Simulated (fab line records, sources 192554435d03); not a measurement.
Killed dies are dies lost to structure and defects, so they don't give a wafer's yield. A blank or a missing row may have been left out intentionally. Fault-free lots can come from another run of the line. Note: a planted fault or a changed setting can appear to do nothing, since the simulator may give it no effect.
Chamber matching :: flow n5 finfet :: N5_BEOL_M9_DEP_56 on pecvd-02: 3 sister chambers
The step deposits SiCN from 3MS/NH3, target thk 15 nm, time 26.5 s. 6 wafers are shown with their chamber, then 8 later ones without.

== WAFERS PAIRED WITH THEIR CHAMBERS ==
wafer: L084.4
chamber: 0
showerhead vpp V (V): 871
showerhead plenum p Torr (Torr): 3.679

wafer: L084.6
chamber: 2
showerhead vpp V (V): 828
showerhead plenum p Torr (Torr): 3.680

wafer: L082.3
chamber: 1
showerhead vpp V (V): 871
showerhead plenum p Torr (Torr): 3.656

wafer: L082.4
chamber: 2
showerhead vpp V (V): 815
showerhead plenum p Torr (Torr): 3.677

wafer: L082.6
chamber: 1
showerhead vpp V (V): 886
showerhead plenum p Torr (Torr): 3.655

wafer: L085.2
chamber: 0
showerhead vpp V (V): 874
showerhead plenum p Torr (Torr): 3.676

== WAFERS MISSING THEIR CHAMBER ==
wafer: L085.3
showerhead vpp V (V): 884
showerhead plenum p Torr (Torr): 3.645

wafer: L085.4
showerhead vpp V (V): 877
showerhead plenum p Torr (Torr): 3.685

wafer: L093.1
showerhead vpp V (V): 806
showerhead plenum p Torr (Torr): 3.688

wafer: L093.4
showerhead vpp V (V): 817
showerhead plenum p Torr (Torr): 3.682

wafer: L093.6
showerhead vpp V (V): 820
showerhead plenum p Torr (Torr): 3.673

wafer: L094.1
showerhead vpp V (V): 868
showerhead plenum p Torr (Torr): 3.670

wafer: L094.2
showerhead vpp V (V): 826
showerhead plenum p Torr (Torr): 3.677

wafer: L094.5
showerhead vpp V (V): 891
showerhead plenum p Torr (Torr): 3.680

== WHICH CHAMBER EACH ONE RAN IN ==
wafer: L085.3
from the rows above: 1
in truth: 1

wafer: L085.4
from the rows above: 0
in truth: 0

wafer: L093.1
from the rows above: 2
in truth: 2

wafer: L093.4
from the rows above: 2
in truth: 2

wafer: L093.6
from the rows above: 2
in truth: 2

wafer: L094.1
from the rows above: 0
in truth: 0

wafer: L094.2
from the rows above: 2
in truth: 2

wafer: L094.5
from the rows above: 0
in truth: 0
Correctly placed: 8 of 8. From these rows, 0 cannot be placed. 0 placed wrongly.
How it was worked out, from the rows above alone: a wafer's distance from a chamber is the root of the sum, over the readings, of the square of ((its reading less the chamber's mean) divided by the reading's scatter). The wafer belongs to the nearest chamber; if the next one is less than 2 further off, it can't be placed. Each chamber's mean is taken over the wafers shown for it. The scatter is the square root of a quotient: the sum, over the shown wafers, of each reading's squared deviation from its chamber's mean, divided by wafers minus chambers.
